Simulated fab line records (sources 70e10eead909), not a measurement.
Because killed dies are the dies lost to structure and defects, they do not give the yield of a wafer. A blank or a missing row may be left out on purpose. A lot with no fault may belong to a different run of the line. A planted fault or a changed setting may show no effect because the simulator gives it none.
One fault seen from 3 desks | flow nand_harc | only its own numbers are on each desk; what lay behind them is given at the end

## FOR THE TOOL OWNER'S DESK: pecvd-04
At NHARC_P_M0_PRE_CLEAN_31 (time 12 s), the tool's own readings, given per lot that ran on this tool as the mean of the sampled wafers with a number. The brackets show how far a lot's mean lies from the usual mean; more than 4 standard deviations puts the lot out of limits, marked OUT.
Columns: A = heater_power_outer_w at NHARC_P_M0_PRE_CLEAN_31, usual 372 W; B = heater_power_w at NHARC_P_M0_PRE_CLEAN_31, usual 647 W
lot  | first seen here | A   | B
L592 | day 6 07:03     | 423 | 742
L599 | day 7 18:46     | 409 | 708
L604 | day 9 01:59     | 405 | 725
L608 | day 10 07:01    | 392 | 697
L612 | day 11 06:38    | 424 | 736
This desk's finding: nothing out of limits on any of the 5 lots.

## THE DEFECT DESK
Lot by lot, what the route's inspections counted, given as the mean of those sampled wafers with a number. The brackets show how far a lot's mean lies from the usual mean; more than 4 standard deviations puts the lot out of limits, marked OUT.
Columns: A = raw_defect_count at NHARC_P_M1_INSPECT_11, usual 3.7
lot  | first seen here | A
L592 | day 6 08:21     | 3.7
L593 | day 6 09:12     | 2.0
L595 | day 6 22:45     | 6.3
L596 | day 7 00:08     | 4.3
L599 | day 7 20:03     | 3.0
L600 | day 8 09:08     | 5.0
L601 | day 8 10:34     | 4.3
L604 | day 9 03:35     | 4.0
L602 | day 9 04:19     | 4.0
L608 | day 10 08:27    | 1.3
L612 | day 11 08:04    | 215.3 (+88) OUT
This desk's verdict: out of limits on L612, starting with L612 at day 11 08:04 (raw_defect_count at NHARC_P_M1_INSPECT_11). In limits: L592, L593, L595, L596, L599, L600, L601, L604, L602, L608.

## AT THE METROLOGY DESK
What the gauges read, lot by lot, whatever tool the lot ran on: means of the sampled wafers that have a number. The brackets show how far a lot's mean lies from the usual mean; more than 4 standard deviations puts the lot out of limits, marked OUT.
Columns: A = thk_nm at NHARC_P_M1_THK_MEAS_24, usual 157.6 nm
lot  | first seen here | A
L592 | day 6 11:04     | 159.6
L593 | day 6 12:17     | 158.2
L595 | day 7 01:16     | 157.5
L596 | day 7 02:43     | 156.9
L599 | day 7 22:49     | 156.8
L600 | day 8 11:41     | 157.5
L601 | day 8 13:02     | 156.3
L604 | day 9 06:05     | 157.2
L602 | day 9 06:48     | 158.7
L608 | day 10 10:56    | 157.4
L612 | day 11 10:33    | 157.7
This desk's finding: nothing out of limits on any of the 11 lots.

## ALL TOGETHER
The defect desk could have raised an alarm at day 11 08:04, on L612.
Nothing out of limits was seen by the tool owner's desk.
From the metrology desk's view, nothing was out of limits.
The tool owner's desk has L612 on record, within its limits.
The metrology desk holds a record of L612, inside its limits.
On pecvd-04, each named lot ran NHARC_P_M0_PRE_CLEAN_31.

## WHAT WAS PUT IN BY THE SIMULATOR
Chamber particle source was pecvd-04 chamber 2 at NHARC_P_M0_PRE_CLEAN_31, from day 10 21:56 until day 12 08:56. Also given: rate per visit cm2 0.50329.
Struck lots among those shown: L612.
Hours from the fault's start to each desk's first reading out of limits: the defect desk, 10.
